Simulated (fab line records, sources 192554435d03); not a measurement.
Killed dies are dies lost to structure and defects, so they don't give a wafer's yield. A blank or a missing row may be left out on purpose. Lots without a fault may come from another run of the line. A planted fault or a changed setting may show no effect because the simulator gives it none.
Split-lot experiment | flow n5_finfet | 7 lots, 21 wafers read, on a route of 1938 steps

THE SPLIT
At N5_BEOL_M0_ETCH_109 (etches SiCN in CH3F/O2, target depth 8 nm, overetch 2.4 nm, time 27.4 s), the setting bias_w was moved away from the recipe's 75 W on 10 of the 21 wafers read, by -12.7% to +10.2%. The other wafers ran this setting at the recipe's value.

The reading is taken at the split's own step.

THE READING
rf_vpp_V, in V, at N5_BEOL_M0_ETCH_109 (etches SiCN in CH3F/O2, target depth 8 nm, overetch 2.4 nm, time 27.4 s). Fault-free wafers of this fab line usually give 297.9 V, standard deviation 1.2 V.

wafer  | tool, chamber at the split | bias_w as run, W | against the recipe | rf_vpp_V, V | against lot-mates on the recipe
L077.4 | rie_diel-03, 1             | 75               | recipe             | 298.0       | -
L077.5 | rie_diel-03, 3             | 82.65            | +10.2%             | 317.2       | +18.9
L077.6 | rie_diel-03, 0             | 75               | recipe             | 298.5       | -
L082.2 | rie_diel-03, 0             | 75               | recipe             | 300.2       | -
L082.5 | rie_diel-03, 3             | 75               | recipe             | 298.9       | -
L082.6 | rie_diel-03, 2             | 75               | recipe             | 297.1       | -
L085.3 | rie_diel-06, 1             | 65.47            | -12.7%             | 274.2       | -23.7
L085.4 | rie_diel-06, 3             | 65.47            | -12.7%             | 273.6       | -24.3
L085.5 | rie_diel-06, 2             | 75               | recipe             | 297.9       | -
L087.3 | rie_diel-03, 3             | 67.41            | -10.1%             | 278.0       | -17.8
L087.4 | rie_diel-03, 3             | 67.41            | -10.1%             | 279.2       | -16.6
L087.6 | rie_diel-03, 2             | 75               | recipe             | 295.8       | -
L091.1 | rie_diel-01, 2             | 78.88            | +5.2%              | 307.9       | +7.5
L091.2 | rie_diel-01, 1             | 78.88            | +5.2%              | 308.6       | +8.2
L091.3 | rie_diel-01, 0             | 75               | recipe             | 300.4       | -
L092.1 | rie_diel-01, 3             | 80.45            | +7.3%              | 309.7       | +10.7
L092.3 | rie_diel-01, 2             | 75               | recipe             | 298.9       | -
L092.5 | rie_diel-01, 0             | 75               | recipe             | 299.1       | -
L095.1 | rie_diel-06, 2             | 79.77            | +6.4%              | 308.2       | +9.0
L095.2 | rie_diel-06, 3             | 79.77            | +6.4%              | 308.2       | +9.0
L095.5 | rie_diel-06, 3             | 75               | recipe             | 299.2       | -

THE FIT
A straight line over all 21 wafers: rf_vpp_V changes by +1.86 V for each +1% of bias_w; r = +0.99; the points scatter about the line by 1.3 V.
The same after taking each lot's own level away (the mean of its wafers on the recipe; 21 wafers): +1.74 V for each +1%; r = +0.99; scatter 1.2 V.
On that fit, the largest move of bias_w shifts the reading by 22 V.
The lots' own levels span 295.80 to 300.40 V, that is 3.8 times the standard deviation above.
So the lot-to-lot level changes the slope little: the two slopes agree.
Check: with one of the wafers moved furthest among these (-12.7%) left out of the fit, the line predicts -22.2 V for it against its lot-mates. It came out at -23.7 V against them.
Tool readings at the split's step, against how far the setting was moved: rf_vpp_V r = +0.99.

OTHER SPLITS ON THESE WAFERS
These wafers also went through other splits before the reading. Each is held against what the fit with the lots' levels taken away leaves over:
other split on the same wafers    | wafers away from the commonest value | r with rf_vpp_V (lot level and that fit taken away)
N5_BEOL_M0_SAQP_COAT_105 spin_rpm | 8                                    | -0.09

THE FILE'S OWN FIT
rf_vpp_V changes by +1.74 V for each +1% of bias_w, r = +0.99.
